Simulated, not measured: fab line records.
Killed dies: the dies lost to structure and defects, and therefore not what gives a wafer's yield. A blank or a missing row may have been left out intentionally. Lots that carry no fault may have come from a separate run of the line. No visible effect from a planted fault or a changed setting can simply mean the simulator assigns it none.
The same fault as seen by 2 desks | flow n5 finfet | numbers are kept per desk, each desk with only its own; the story behind them comes last

== FROM THE METROLOGY DESK ==
What the gauges read, lot by lot, whatever tool the lot ran on: means of the sampled wafers that have a number. If a lot's mean is further than 4 standard deviations from the usual mean, the lot is out of limits and carries the mark OUT (the distance appears in the brackets). It has 11 readings; the 7 that lie furthest out on some lot are the ones shown.
Columns: A = V2_OVL at N5_BEOL_M3_OVL_MEAS_29, usual -0.2 nm; B = IOFF_P at N5_BEOL_M4_RC_MEAS_101, usual 0.22 nA/um; C = ION_P at N5_BEOL_M4_RC_MEAS_101, usual 463 uA/um; D = SS_N at N5_BEOL_M4_RC_MEAS_101, usual 71.4 mV/dec; E = SS_P at N5_BEOL_M4_RC_MEAS_101, usual 73.2 mV/dec; F = VT_N at N5_BEOL_M4_RC_MEAS_101, usual 250 mV; G = VT_P at N5_BEOL_M4_RC_MEAS_101, usual -250 mV
lot  | first seen here | A    | B    | C   | D    | E    | F   | G
L613 | day 9 05:29     | 0.4  | 0.18 | 450 | 71.1 | 72.9 | 254 | -255
L614 | day 9 05:53     | -0.5 | 0.26 | 467 | 71.0 | 73.7 | 247 | -246
L616 | day 9 13:20     | -0.7 | 0.22 | 465 | 71.5 | 73.6 | 248 | -250
L617 | day 9 18:15     | 1.2  | 0.25 | 473 | 71.8 | 73.3 | 249 | -245
L621 | day 11 01:16    | 0.3  | 0.24 | 466 | 71.9 | 74.1 | 245 | -248
L620 | day 11 04:47    | 1.2  | 0.17 | 453 | 70.9 | 72.7 | 253 | -256
L623 | day 11 14:06    | -0.5 | 0.20 | 463 | 71.6 | 73.0 | 253 | -251
L628 | day 13 07:49    | -0.6 | 0.19 | 465 | 70.5 | 72.3 | 254 | -251
L629 | day 13 15:51    | -1.2 | 0.22 | 468 | 72.0 | 73.1 | 249 | -248
This desk found nothing out of limits on any of the 9 lots.

== AT THE TOOL OWNER'S DESK: rie diel-03 ==
The tool's own readings at N5_BEOL_M3_ETCH_70 (etches SOC in N2/H2, target depth 80 nm, overetch 16 nm, time 120 s): means of the sampled wafers that have a number, for each lot that ran on this tool. If a lot's mean is further than 4 standard deviations from the usual mean, the lot is out of limits and carries the mark OUT (the distance appears in the brackets).
Columns: A = drypump motor current A at N5_BEOL_M3_ETCH_70, usual 5.6 A; B = oes product au at N5_BEOL_M3_ETCH_70, usual 0.58 a.u.; C = rf vpp V at N5_BEOL_M3_ETCH_70, usual 523.8 V; D = run length s at N5_BEOL_M3_ETCH_70, usual 143.3 s; E = showerhead plenum p Torr at N5_BEOL_M3_ETCH_70, usual 2.53 Torr; F = throttle valve pct at N5_BEOL_M3_ETCH_70, usual 17.88 %
lot  | first seen here | A   | B    | C     | D               | E    | F
L614 | day 9 08:03     | 5.4 | 0.59 | 524.6 | 143.2           | 2.55 | 17.89
L617 | day 10 00:25    | 5.2 | 0.65 | 523.7 | 143.9           | 2.53 | 17.66
L623 | day 11 17:00    | 5.2 | 0.57 | 523.3 | 151.0 (+18) OUT | 2.50 | 17.81
L620 | day 11 17:26    | 5.5 | 0.59 | 522.7 | 151.3 (+18) OUT | 2.52 | 17.91
Finding of this desk: L620, L623 out of limits; the first was L623 at day 11 17:00, on run length s at N5_BEOL_M3_ETCH_70. In limits: L614, L617.

== PUT TOGETHER ==
The tool owner's desk had the chance to raise an alarm at day 11 17:00 on L620, L623.
Nothing out of limits was seen by the metrology desk.
The metrology desk holds a record of L620, L623, inside its limits.
The lots listed all ran N5_BEOL_M3_ETCH_70 on rie diel-03.

== WHAT THE SIMULATOR HAD PUT IN ==
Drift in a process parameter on rie diel-03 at N5_BEOL_M3_ETCH_70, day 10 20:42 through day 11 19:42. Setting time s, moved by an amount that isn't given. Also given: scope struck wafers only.
Struck lots among those shown: L620, L623.
Each desk's first reading out of limits, in hours after the fault started: the tool owner's desk, 20.
